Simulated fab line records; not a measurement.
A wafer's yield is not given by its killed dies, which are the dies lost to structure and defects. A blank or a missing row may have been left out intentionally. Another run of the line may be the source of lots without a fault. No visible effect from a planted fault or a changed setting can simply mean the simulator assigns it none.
Which tool was responsible? :: flow n5Finfet :: 72 wafers from 24 lots sampled at 5 of the route's 1938 steps

## WHAT THE GAUGES READ, wafer by wafer
N5_BEOL_M5_CD_MEAS_28: target cd 30.6 nm, target cd y 20 nm. Usual: cdNm reads 30.68 nm (standard deviation 0.26).
lot: L075
measured: day 7 23:28
on: cdSem-03
cdNm (nm): 30.60 30.32 30.36
flag: 

lot: L074
measured: day 8 02:46
on: cdSem-01
cdNm (nm): 31.07 30.77 30.50
flag: 

lot: L076
measured: day 8 15:43
on: cdSem-01
cdNm (nm): 31.18 30.81 30.58
flag: 

lot: L077
measured: day 8 18:24
on: cdSem-03
cdNm (nm): 30.63 30.56 30.65
flag: 

lot: L079
measured: day 9 05:47
on: cdSem-01
cdNm (nm): 30.89 30.72 30.93
flag: 

lot: L078
measured: day 9 09:30
on: cdSem-01
cdNm (nm): 30.65 30.73 30.78
flag: 

lot: L080
measured: day 9 11:08
on: cdSem-03
cdNm (nm): 30.78 30.62 30.79
flag: 

lot: L081
measured: day 9 17:08
on: cdSem-02
cdNm (nm): 30.91 30.56 30.37
flag: 

lot: L082
measured: day 10 01:19
on: cdSem-03
cdNm (nm): 30.51 30.40 30.70
flag: 

lot: L083
measured: day 10 03:25
on: cdSem-03
cdNm (nm): 30.39 30.41 30.14
flag: 

lot: L084
measured: day 10 17:15
on: cdSem-03
cdNm (nm): 30.26 30.70 30.40
flag: 

lot: L087
measured: day 11 07:46
on: cdSem-02
cdNm (nm): 31.03 31.05 30.70
flag: 

lot: L085
measured: day 11 14:18
on: cdSem-01
cdNm (nm): 30.55 30.57 30.55
flag: 

lot: L086
measured: day 11 14:29
on: cdSem-03
cdNm (nm): 30.88 30.73 30.78
flag: 

lot: L088
measured: day 12 09:08
on: cdSem-01
cdNm (nm): 30.55 31.01 30.97
flag: 

lot: L089
measured: day 12 09:53
on: cdSem-01
cdNm (nm): 31.08 30.38 30.66
flag: 

lot: L091
measured: day 12 10:19
on: cdSem-03
cdNm (nm): 30.65 30.65 30.51
flag: 

lot: L092
measured: day 12 15:11
on: cdSem-01
cdNm (nm): 30.93 31.36 30.61
flag: 

lot: L090
measured: day 12 15:14
on: cdSem-03
cdNm (nm): 30.27 30.24 30.50
flag: 

lot: L093
measured: day 12 15:17
on: cdSem-03
cdNm (nm): 30.79 30.79 30.94
flag: 

lot: L094
measured: day 12 20:53
on: cdSem-02
cdNm (nm): 30.62 30.81 30.93
flag: 

lot: L095
measured: day 13 12:19
on: cdSem-03
cdNm (nm): 31.16 30.71 30.75
flag: 

lot: L096
measured: day 13 16:18
on: cdSem-01
cdNm (nm): 30.30 30.44 30.68
flag: 

lot: L097
measured: day 14 02:40
on: cdSem-01
cdNm (nm): 31.15 30.84 30.72
flag: 

N5_BEOL_M6_OVL_MEAS_29. Usual: V5_OVL 0.3 nm, standard deviation 0.77.
lot: L075
measured: day 8 09:51
on: overlay-01
V5_OVL (nm): 0.8 0.4 0.5
flag: 

lot: L074
measured: day 8 15:44
on: overlay-02
V5_OVL (nm): 1.8 1.6 2.1
flag: 

lot: L076
measured: day 9 05:46
on: overlay-02
V5_OVL (nm): -0.2 -0.6 0.3
flag: 

lot: L077
measured: day 9 09:04
on: overlay-02
V5_OVL (nm): 0.9 0.6 0.6
flag: 

lot: L079
measured: day 9 16:57
on: overlay-02
V5_OVL (nm): 0.8 -0.6 1.3
flag: 

lot: L078
measured: day 9 23:01
on: overlay-02
V5_OVL (nm): 0.4 0.3 0.1
flag: 

lot: L080
measured: day 9 23:11
on: overlay-01
V5_OVL (nm): -0.7 -0.5 -1.4
flag: 

lot: L081
measured: day 10 02:35
on: overlay-02
V5_OVL (nm): -0.5 -0.7 -2.0
flag: 

lot: L082
measured: day 10 10:55
on: overlay-01
V5_OVL (nm): 0.1 0.8 0.8
flag: 

lot: L083
measured: day 10 14:29
on: overlay-02
V5_OVL (nm): 1.0 -0.5 -0.3
flag: 

lot: L084
measured: day 11 05:02
on: overlay-02
V5_OVL (nm): -0.7 -0.2 -1.4
flag: 

lot: L087
measured: day 11 23:13
on: overlay-01
V5_OVL (nm): 0.5 0.2 0.2
flag: 

lot: L085
measured: day 12 02:51
on: overlay-01
V5_OVL (nm): 1.4 0.8 0.7
flag: 

lot: L086
measured: day 12 02:41
on: overlay-02
V5_OVL (nm): 0.8 0.6 1.1
flag: 

lot: L088
measured: day 12 23:03
on: overlay-01
V5_OVL (nm): 0.3 0.6 1.3
flag: 

lot: L089
measured: day 12 23:10
on: overlay-01
V5_OVL (nm): 0.8 -0.6 0.5
flag: 

lot: L091
measured: day 13 00:32
on: overlay-01
V5_OVL (nm): -0.2 -0.4 -0.1
flag: 

lot: L092
measured: day 13 02:55
on: overlay-02
V5_OVL (nm): -1.3 -0.1 -0.1
flag: 

lot: L090
measured: day 13 01:35
on: overlay-01
V5_OVL (nm): -0.1 -1.1 -0.5
flag: 

lot: L093
measured: day 13 03:17
on: overlay-02
V5_OVL (nm): -0.2 0.1 -1.0
flag: 

lot: L094
measured: day 13 06:52
on: overlay-01
V5_OVL (nm): 0.7 1.5 1.1
flag: 

lot: L095
measured: day 14 00:08
on: overlay-02
V5_OVL (nm): 0.8 -0.4 -0.3
flag: 

lot: L096
measured: day 14 04:58
on: overlay-02
V5_OVL (nm): 0.0 0.6 0.2
flag: 

lot: L097
measured: day 14 18:15
on: overlay-02
V5_OVL (nm): 0.3 0.9 0.3
flag: 

## WHICH TOOL RAN EACH LOT (tool, then ch and the chambers of the sampled wafers, then the start)
lot: L075
N5_BEOL_M5_ALD_86: aldMetal-01 ch 0,2,3, day 8 00:41
N5_BEOL_M5_SPUTTER_81: pvdSputter-02, day 8 02:25
N5_BEOL_M5_CO_CAP_78: cvdCo-01 ch 1,2, day 8 06:37

lot: L074
N5_BEOL_M5_ALD_86: aldMetal-02 ch 1,2,3, day 8 05:23
N5_BEOL_M5_SPUTTER_81: pvdSputter-02, day 8 07:10
N5_BEOL_M5_CO_CAP_78: cvdCo-01 ch 0,2, day 8 11:33

lot: L076
N5_BEOL_M5_ALD_86: aldMetal-02 ch 1,3, day 8 16:55
N5_BEOL_M5_SPUTTER_81: pvdSputter-02, day 8 18:31
N5_BEOL_M5_CO_CAP_78: cvdCo-01 ch 0,2, day 9 02:41

lot: L077
N5_BEOL_M5_ALD_86: aldMetal-02 ch 0,1,2, day 8 20:54
N5_BEOL_M5_SPUTTER_81: pvdSputter-03, day 9 00:29
N5_BEOL_M5_CO_CAP_78: cvdCo-01 ch 0,1,2, day 9 05:13

lot: L079
N5_BEOL_M5_ALD_86: aldMetal-03 ch 1,2, day 9 07:05
N5_BEOL_M5_SPUTTER_81: pvdSputter-01, day 9 08:46
N5_BEOL_M5_CO_CAP_78: cvdCo-01 ch 0,1,2, day 9 13:23

lot: L078
N5_BEOL_M5_ALD_86: aldMetal-01 ch 0,3, day 9 11:46
N5_BEOL_M5_SPUTTER_81: pvdSputter-02, day 9 13:23
N5_BEOL_M5_CO_CAP_78: cvdCo-02 ch 0,1, day 9 17:41

lot: L080
N5_BEOL_M5_ALD_86: aldMetal-01 ch 0,3, day 9 12:38
N5_BEOL_M5_SPUTTER_81: pvdSputter-01, day 9 14:33
N5_BEOL_M5_CO_CAP_78: cvdCo-01 ch 1,2, day 9 19:23

lot: L081
N5_BEOL_M5_ALD_86: aldMetal-03 ch 0,1,2, day 9 18:22
N5_BEOL_M5_SPUTTER_81: pvdSputter-01, day 9 20:05
N5_BEOL_M5_CO_CAP_78: cvdCo-01 ch 0,2, day 10 00:14

lot: L082
N5_BEOL_M5_ALD_86: aldMetal-01 ch 0,1,3, day 10 02:37
N5_BEOL_M5_SPUTTER_81: pvdSputter-01, day 10 04:08
N5_BEOL_M5_CO_CAP_78: cvdCo-02 ch 0,2, day 10 08:16

lot: L083
N5_BEOL_M5_ALD_86: aldMetal-01 ch 1,2,3, day 10 04:54
N5_BEOL_M5_SPUTTER_81: pvdSputter-02, day 10 06:29
N5_BEOL_M5_CO_CAP_78: cvdCo-02 ch 1,2, day 10 11:09

lot: L084
N5_BEOL_M5_ALD_86: aldMetal-01 ch 1,3, day 10 18:26
N5_BEOL_M5_SPUTTER_81: pvdSputter-03, day 10 20:02
N5_BEOL_M5_CO_CAP_78: cvdCo-01 ch 0,1,2, day 11 00:23

lot: L087
N5_BEOL_M5_ALD_86: aldMetal-01 ch 0,1,2, day 11 09:13
N5_BEOL_M5_SPUTTER_81: pvdSputter-03, day 11 11:22
N5_BEOL_M5_CO_CAP_78: cvdCo-02 ch 0,1, day 11 15:34

lot: L085
N5_BEOL_M5_ALD_86: aldMetal-01 ch 1,2,3, day 11 15:47
N5_BEOL_M5_SPUTTER_81: pvdSputter-01, day 11 17:22
N5_BEOL_M5_CO_CAP_78: cvdCo-01 ch 0,1,2, day 11 21:50

lot: L086
N5_BEOL_M5_ALD_86: aldMetal-01 ch 1,2, day 11 16:33
N5_BEOL_M5_SPUTTER_81: pvdSputter-02, day 11 18:14
N5_BEOL_M5_CO_CAP_78: cvdCo-02 ch 1,2, day 11 22:38

lot: L088
N5_BEOL_M5_ALD_86: aldMetal-02 ch 1,2,3, day 12 10:43
N5_BEOL_M5_SPUTTER_81: pvdSputter-03, day 12 12:19
N5_BEOL_M5_CO_CAP_78: cvdCo-02 ch 1,2, day 12 16:26

lot: L089
N5_BEOL_M5_ALD_86: aldMetal-01 ch 1,3, day 12 11:06
N5_BEOL_M5_SPUTTER_81: pvdSputter-01, day 12 12:44
N5_BEOL_M5_CO_CAP_78: cvdCo-02 ch 0,1, day 12 16:53

lot: L091
N5_BEOL_M5_ALD_86: aldMetal-01 ch 0,1, day 12 11:55
N5_BEOL_M5_SPUTTER_81: pvdSputter-02, day 12 15:29
N5_BEOL_M5_CO_CAP_78: cvdCo-02 ch 0,1, day 12 19:37

lot: L092
N5_BEOL_M5_ALD_86: aldMetal-03 ch 0,1, day 12 16:37
N5_BEOL_M5_SPUTTER_81: pvdSputter-01, day 12 18:26
N5_BEOL_M5_CO_CAP_78: cvdCo-02 ch 0,1,2, day 12 22:34

lot: L090
N5_BEOL_M5_ALD_86: aldMetal-01 ch 1,2, day 12 16:32
N5_BEOL_M5_SPUTTER_81: pvdSputter-03, day 12 18:08
N5_BEOL_M5_CO_CAP_78: cvdCo-02 ch 1,2, day 12 22:22

lot: L093
N5_BEOL_M5_ALD_86: aldMetal-02 ch 0,2,3, day 12 16:52
N5_BEOL_M5_SPUTTER_81: pvdSputter-02, day 12 20:00
N5_BEOL_M5_CO_CAP_78: cvdCo-02 ch 0,2, day 13 00:20

lot: L094
N5_BEOL_M5_ALD_86: aldMetal-02 ch 1,2, day 12 22:18
N5_BEOL_M5_SPUTTER_81: pvdSputter-03, day 13 00:10
N5_BEOL_M5_CO_CAP_78: cvdCo-02 ch 0,2, day 13 04:17

lot: L095
N5_BEOL_M5_ALD_86: aldMetal-02 ch 0,1,2, day 13 13:55
N5_BEOL_M5_SPUTTER_81: pvdSputter-02, day 13 15:28
N5_BEOL_M5_CO_CAP_78: cvdCo-01 ch 0,1,2, day 13 19:38

lot: L096
N5_BEOL_M5_ALD_86: aldMetal-03 ch 2,3, day 13 18:03
N5_BEOL_M5_SPUTTER_81: pvdSputter-02, day 13 20:23
N5_BEOL_M5_CO_CAP_78: cvdCo-01 ch 0,1,2, day 14 00:34

lot: L097
N5_BEOL_M5_ALD_86: aldMetal-01 ch 1,2, day 14 05:07
N5_BEOL_M5_SPUTTER_81: pvdSputter-02, day 14 06:53
N5_BEOL_M5_CO_CAP_78: cvdCo-02 ch 0,1,2, day 14 11:01
- N5_BEOL_M5_ALD_86: deposits TaN, pulse time 2 s, purge time 3 s, co reactant purge time 2 s.
- N5_BEOL_M5_SPUTTER_81: material Cu, target thk 15 nm, time 27.62 s.
- N5_BEOL_M5_CO_CAP_78: material Co, precursor CCTBA/H2, target thk 2 nm, time 102.1 s.

## AS READ BY THE TOOLS THEMSELVES (means over the sampled wafers that have a number; for cases with no such wafer, the mark the record gives instead)
N5_BEOL_M5_ALD_86. Usual: heaterPowerW 416 W, standard deviation 21; precursorVesselPressureTorr 26.25 Torr, standard deviation 0.053; precursorVesselTempC 75.01 C, standard deviation 0.13.
lot: L075
tool: aldMetal-01
heaterPowerW (W): 401
precursorVesselPressureTorr (Torr): 26.25
precursorVesselTempC (C): 74.93
flag: 

lot: L074
tool: aldMetal-02
heaterPowerW (W): 420
precursorVesselPressureTorr (Torr): 26.29
precursorVesselTempC (C): 75.01
flag: 

lot: L076
tool: aldMetal-02
heaterPowerW (W): 406
precursorVesselPressureTorr (Torr): 26.23
precursorVesselTempC (C): 74.92
flag: 

lot: L077
tool: aldMetal-02
heaterPowerW (W): 437
precursorVesselPressureTorr (Torr): 26.23
precursorVesselTempC (C): 75.17
flag: 

lot: L079
tool: aldMetal-03
heaterPowerW (W): 425
precursorVesselPressureTorr (Torr): 26.25
precursorVesselTempC (C): 74.93
flag: 

lot: L078
tool: aldMetal-01
heaterPowerW (W): 398
precursorVesselPressureTorr (Torr): 26.24
precursorVesselTempC (C): 75.02
flag: 

lot: L080
tool: aldMetal-01
heaterPowerW (W): 392
precursorVesselPressureTorr (Torr): 26.25
precursorVesselTempC (C): 74.92
flag: 

lot: L081
tool: aldMetal-03
heaterPowerW (W): 418
precursorVesselPressureTorr (Torr): 26.26
precursorVesselTempC (C): 75.11
flag: 

lot: L082
tool: aldMetal-01
heaterPowerW (W): 393
precursorVesselPressureTorr (Torr): 26.25
precursorVesselTempC (C): 75.05
flag: 

lot: L083
tool: aldMetal-01
heaterPowerW (W): 410
precursorVesselPressureTorr (Torr): 26.27
precursorVesselTempC (C): 75.02
flag: 

lot: L084
tool: aldMetal-01
heaterPowerW (W): 404
precursorVesselPressureTorr (Torr): 26.25
precursorVesselTempC (C): 75.11
flag: 

lot: L087
tool: aldMetal-01
heaterPowerW (W): 401
precursorVesselPressureTorr (Torr): 26.27
precursorVesselTempC (C): 74.95
flag: 

lot: L085
tool: aldMetal-01
heaterPowerW (W): 409
precursorVesselPressureTorr (Torr): 26.24
precursorVesselTempC (C): 75.02
flag: 

lot: L086
tool: aldMetal-01
heaterPowerW (W): 412
precursorVesselPressureTorr (Torr): 26.28
precursorVesselTempC (C): 74.94
flag: 

lot: L088
tool: aldMetal-02
heaterPowerW (W): 424
precursorVesselPressureTorr (Torr): 26.23
precursorVesselTempC (C): 75.07
flag: 

lot: L089
tool: aldMetal-01
heaterPowerW (W): 409
precursorVesselPressureTorr (Torr): 26.24
precursorVesselTempC (C): 75.09
flag: 

lot: L091
tool: aldMetal-01
heaterPowerW (W): 404
precursorVesselPressureTorr (Torr): 26.19
precursorVesselTempC (C): 74.97
flag: 

lot: L092
tool: aldMetal-03
heaterPowerW (W): 416
precursorVesselPressureTorr (Torr): 26.25
precursorVesselTempC (C): 75.08
flag: 

lot: L090
tool: aldMetal-01
heaterPowerW (W): 403
precursorVesselPressureTorr (Torr): 26.20
precursorVesselTempC (C): 75.10
flag: 

lot: L093
tool: aldMetal-02
heaterPowerW (W): 439
precursorVesselPressureTorr (Torr): 26.27
precursorVesselTempC (C): 75.00
flag: 

lot: L094
tool: aldMetal-02
heaterPowerW (W): 435
precursorVesselPressureTorr (Torr): 26.24
precursorVesselTempC (C): 74.99
flag: 

lot: L095
tool: aldMetal-02
heaterPowerW (W): 431
precursorVesselPressureTorr (Torr): 26.28
precursorVesselTempC (C): 74.95
flag: 

lot: L096
tool: aldMetal-03
heaterPowerW (W): 432
precursorVesselPressureTorr (Torr): 26.26
precursorVesselTempC (C): 75.00
flag: 

lot: L097
tool: aldMetal-01
heaterPowerW (W): 415
precursorVesselPressureTorr (Torr): 26.25
precursorVesselTempC (C): 74.81
flag: 

N5_BEOL_M5_SPUTTER_81. Usual: chuckSensorTempC -16.1 C, standard deviation 0.54; throttleValvePct 29.9 %, standard deviation 0.84.
lot: L075
tool: pvdSputter-02
chuckSensorTempC (C): -16.0
throttleValvePct (%): 30.4
flag: 

lot: L074
tool: pvdSputter-02
chuckSensorTempC (C): -16.1
throttleValvePct (%): 29.8
flag: 

lot: L076
tool: pvdSputter-02
chuckSensorTempC (C): -16.3
throttleValvePct (%): 29.5
flag: 

lot: L077
tool: pvdSputter-03
chuckSensorTempC (C): -16.0
throttleValvePct (%): 30.2
flag: 

lot: L079
tool: pvdSputter-01
chuckSensorTempC (C): -15.6
throttleValvePct (%): 29.8
flag: 

lot: L078
tool: pvdSputter-02
chuckSensorTempC (C): -16.6
throttleValvePct (%): 30.5
flag: 

lot: L080
tool: pvdSputter-01
chuckSensorTempC (C): -15.5
throttleValvePct (%): 29.4
flag: 

lot: L081
tool: pvdSputter-01
chuckSensorTempC (C): -15.6
throttleValvePct (%): 29.4
flag: 

lot: L082
tool: pvdSputter-01
chuckSensorTempC (C): -15.8
throttleValvePct (%): 29.2
flag: 

lot: L083
tool: pvdSputter-02
chuckSensorTempC (C): -16.3
throttleValvePct (%): 29.8
flag: 

lot: L084
tool: pvdSputter-03
chuckSensorTempC (C): -16.0
throttleValvePct (%): 29.8
flag: 

lot: L087
tool: pvdSputter-03
chuckSensorTempC (C): -16.4
throttleValvePct (%): 30.7
flag: 

lot: L085
tool: pvdSputter-01
chuckSensorTempC (C): -15.6
throttleValvePct (%): 29.7
flag: 

lot: L086
tool: pvdSputter-02
chuckSensorTempC (C): -16.7
throttleValvePct (%): 30.1
flag: 

lot: L088
tool: pvdSputter-03
chuckSensorTempC (C): -15.7
throttleValvePct (%): 30.0
flag: 

lot: L089
tool: pvdSputter-01
chuckSensorTempC (C): -15.8
throttleValvePct (%): 29.1
flag: 

lot: L091
tool: pvdSputter-02
chuckSensorTempC (C): -16.6
throttleValvePct (%): 29.8
flag: 

lot: L092
tool: pvdSputter-01
chuckSensorTempC (C): -15.9
throttleValvePct (%): 28.9
flag: 

lot: L090
tool: pvdSputter-03
chuckSensorTempC (C): -16.1
throttleValvePct (%): 30.8
flag: 

lot: L093
tool: pvdSputter-02
chuckSensorTempC (C): -16.4
throttleValvePct (%): 30.2
flag: 

lot: L094
tool: pvdSputter-03
chuckSensorTempC (C): -15.9
throttleValvePct (%): 30.4
flag: 

lot: L095
tool: pvdSputter-02
chuckSensorTempC (C): -16.4
throttleValvePct (%): 29.9
flag: 

lot: L096
tool: pvdSputter-02
chuckSensorTempC (C): -16.3
throttleValvePct (%): 30.0
flag: 

lot: L097
tool: pvdSputter-02
chuckSensorTempC (C): -16.3
throttleValvePct (%): 29.3
flag: 

N5_BEOL_M5_CO_CAP_78. Usual: heaterPowerW reads 242 W (standard deviation 8.5).
lot: L075
tool: cvdCo-01
heaterPowerW (W): 245
flag: 

lot: L074
tool: cvdCo-01
heaterPowerW (W): 252
flag: 

lot: L076
tool: cvdCo-01
heaterPowerW (W): 248
flag: 

lot: L077
tool: cvdCo-01
heaterPowerW (W): 246
flag: 

lot: L079
tool: cvdCo-01
heaterPowerW (W): 246
flag: 

lot: L078
tool: cvdCo-02
heaterPowerW (W): 235
flag: 

lot: L080
tool: cvdCo-01
heaterPowerW (W): 244
flag: 

lot: L081
tool: cvdCo-01
heaterPowerW (W): 249
flag: 

lot: L082
tool: cvdCo-02
heaterPowerW (W): 245
flag: 

lot: L083
tool: cvdCo-02
heaterPowerW (W): 234
flag: 

lot: L084
tool: cvdCo-01
heaterPowerW (W): 248
flag: 

lot: L087
tool: cvdCo-02
heaterPowerW (W): 243
flag: 

lot: L085
tool: cvdCo-01
heaterPowerW (W): 242
flag: 

lot: L086
tool: cvdCo-02
heaterPowerW (W): 234
flag: 

lot: L088
tool: cvdCo-02
heaterPowerW (W): 230
flag: 

lot: L089
tool: cvdCo-02
heaterPowerW (W): 245
flag: 

lot: L091
tool: cvdCo-02
heaterPowerW (W): 246
flag: 

lot: L092
tool: cvdCo-02
heaterPowerW (W): 241
flag: 

lot: L090
tool: cvdCo-02
heaterPowerW (W): 232
flag: 

lot: L093
tool: cvdCo-02
heaterPowerW (W): 241
flag: 

lot: L094
tool: cvdCo-02
heaterPowerW (W): 247
flag: 

lot: L095
tool: cvdCo-01
heaterPowerW (W): 246
flag: 

lot: L096
tool: cvdCo-01
heaterPowerW (W): 250
flag: 

lot: L097
tool: cvdCo-02
heaterPowerW (W): 239
flag: 

## THE ANSWER, worked out from the rows above alone
Rule: take the mean of a lot's wafers that have a number; if it is more than 3 standard deviations from the usual mean, the lot is off. A lot without any number at a reading at which 4 lots or more have one is off too. Any other lot the step has rows for is counted as sound. The gauges are gone through in route order, then the tools' own readings, and for those a lot's mean is taken as printed above. The first step at which some lot is off is used, and at that step the reading that is off furthest; a lot without a number counts as furthest.
No lot is off at any reading shown: from this, nothing can be told.

## WHAT HAD BEEN PUT IN BY THE SIMULATOR
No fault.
